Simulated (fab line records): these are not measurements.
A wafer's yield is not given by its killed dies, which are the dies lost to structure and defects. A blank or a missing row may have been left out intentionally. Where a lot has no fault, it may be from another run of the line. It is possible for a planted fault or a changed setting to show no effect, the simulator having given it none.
8D (eight disciplines) problem report, filled in by code / flow nand_harc / the parts of the form that need people (team, actions taken, sign-off) are left out

== 1. PROBLEM STATEMENT ==
Wafers without a fault read 188.43 W, standard deviation 0.13; heater_power_total_W at NHARC_A_CONTACT_SOFTBAKE_37 reads a mean of 249.20 W on 3 wafers belonging to 2 lots. That is +99 or more standard deviations from the usual mean.
The step: time 55 s.
Earliest sighting: wafer L604.3 on litho_track-06 at day 18 17:00. The record holds 39 wafers of 13 lots with a number at this step. Rule for "out" (also "out of limits"): further than 4 standard deviations from the usual mean. All remaining wafers that have a number are taken as sound.

== 2. WHAT IT IS; WHAT IT IS NOT ==
question=which readings at this step | is=heater_power_total_W | is not=-
question=which lots | is=L604, L605 | is not=L594, L595, L596, L597, L598, L599, L603, L610, L613, L614, L617
question=which wafers of those lots | is=L604.3, L604.6, L605.3 | is not=L604.2, L605.1, L605.4
question=read on which tools | is=litho_track-06 | is not=litho_track-01, litho_track-04
question=when | is=from day 18 17:00 | is not=up to then (22 sound wafers); but 14 sound wafers of L605, L610, L613, L614, L617 came after

== 3. WHAT RULES OUT EACH SUSPECT ==
Counting: if a tool at a process step up to the reading ran every lot that is out, it stays a suspect. Sound lots after the first of them don't rule it out here, since some wafers of a struck lot are sound.
- rie_metal-02 at NHARC_A_WL_FILL_ETCHBACK_05 (etches the open film in Cl2/BCl3, target depth 22 nm, time 60 s): kept. It processed each lot that is out (first: L604, day 17 14:58); up to then, its last sound lot is L603 (day 17 01:08).
- litho_track-06 at NHARC_A_CONTACT_SOFTBAKE_37 (time 55 s): kept. It processed each lot that is out (first: L604, day 18 17:00); up to then, its last sound lot is L603 (day 18 02:00). Out on those wafers are its own readings of heater_power_total_W.
What counting leaves: rie_metal-02 at NHARC_A_WL_FILL_ETCHBACK_05 and litho_track-06 at NHARC_A_CONTACT_SOFTBAKE_37.

== 4. THE CAUSE (what the simulator had put in) ==
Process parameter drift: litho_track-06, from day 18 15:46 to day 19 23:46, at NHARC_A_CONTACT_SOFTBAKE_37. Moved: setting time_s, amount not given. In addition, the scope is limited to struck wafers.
After counting, 2 suspects remain, this tool included.

== 5. THE EFFECT CHAIN, in route order ==
Each row: a reading whose mean over the struck wafers that have a number lies more than 3 standard deviations from the usual. Only readings for which the record gives a usual standard deviation are gone through. hours: the time from each lot's start at the first step in this table that gives one to its start at this step, as a median over the lots. sigmas: the change in usual standard deviations.
hours=0; step=NHARC_A_CONTACT_SOFTBAKE_37; reading=heater_power_total_W; usual=188.43 W; on struck wafers=249.20; change=+60.77; sigmas=+99 or more
Its process steps:
- NHARC_A_CONTACT_SOFTBAKE_37: time 55 s.
Later measuring or inspecting steps at which every struck wafer that the step has a row for has a number for every such reading, and none has moved that far: NHARC_END_SORT_01.

== 6. HOW IT WOULD HAVE BEEN CAUGHT EARLIER ==
In this record the first reading out of limits was taken at day 18 17:00, 1 hour after the fault began at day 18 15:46.
